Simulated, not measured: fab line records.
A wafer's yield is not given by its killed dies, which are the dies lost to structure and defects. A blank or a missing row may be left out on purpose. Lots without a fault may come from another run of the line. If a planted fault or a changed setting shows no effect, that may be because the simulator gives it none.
Matching of chambers    flow n5_finfet    4 sister chambers for N5_BEOL_M1_STRIP_36 on rie_diel-04
The step strips in N2/H2. 18 wafers are shown with their chamber, then 9 later ones without.

== WAFERS WITH THEIR CHAMBER ==
wafer   chamber  drypump_motor_current_A (A)  showerhead_plenum_p_Torr (Torr)  oes_product_au (a.u.)
L074.2  0        5.9                          2.36                             0.75
L074.5  0        5.9                          2.36                             0.77
L074.6  3        6.2                          2.51                             0.73
L078.1  0        5.9                          2.36                             0.77
L078.2  3        6.3                          2.51                             0.73
L078.6  0        5.9                          2.36                             0.75
L084.1  3        6.2                          2.51                             0.74
L084.3  0        5.9                          2.36                             0.75
L084.5  1        5.3                          2.46                             0.84
L085.3  2        5.2                          2.53                             0.73
L085.4  0        5.9                          2.35                             0.72
L085.5  2        5.2                          2.53                             0.74
L090.1  3        6.2                          2.50                             0.72
L090.2  0        5.9                          2.35                             0.73
L090.3  2        5.2                          2.53                             0.74
L093.2  0        5.9                          2.35                             0.73
L093.3  3        6.3                          2.50                             0.72
L093.4  2        5.2                          2.52                             0.73

SIGNATURES (means of the wafers above)
reading                   chamber 0  chamber 1  chamber 2  chamber 3  scatter within a chamber
drypump_motor_current_A   5.900      5.300      5.200      6.240      0.0293
showerhead_plenum_p_Torr  2.3563     2.4600     2.5275     2.5060     0.00523
oes_product_au            0.7462     0.8400     0.7350     0.7280     0.0141
Rule: a wafer lies at a distance from a chamber equal to the root of the sum of squares, over the readings, of (its reading less the chamber's mean, divided by the reading's scatter). The wafer belongs to the nearest chamber; if the next one is less than 2 further off, it can't be placed. The scatter: take each reading less its chamber's mean, square it, sum over the shown wafers, divide by the number of wafers less the number of chambers, and take the root.

== WAFERS MISSING THEIR CHAMBER ==
wafer   drypump_motor_current_A (A)  showerhead_plenum_p_Torr (Torr)  oes_product_au (a.u.)
L094.3  5.3                          2.45                             0.81
L094.4  5.9                          2.35                             0.73
L094.6  5.2                          2.52                             0.73
L096.2  6.2                          2.50                             0.72
L096.3  5.2                          2.52                             0.72
L096.5  5.3                          2.45                             0.81
L097.1  5.9                          2.35                             0.72
L097.4  6.2                          2.49                             0.71
L097.5  5.8                          2.35                             0.72

== WHICH CHAMBER EACH ONE RAN IN ==
wafer   from the rows above  in truth
L094.3  1                    1
L094.4  0                    0
L094.6  2                    2
L096.2  3                    3
L096.3  2                    2
L096.5  1                    1
L097.1  0                    0
L097.4  3                    3
L097.5  0                    0
9 of 9 placed correctly. From these rows, 0 cannot be placed. Number placed wrongly: 0.
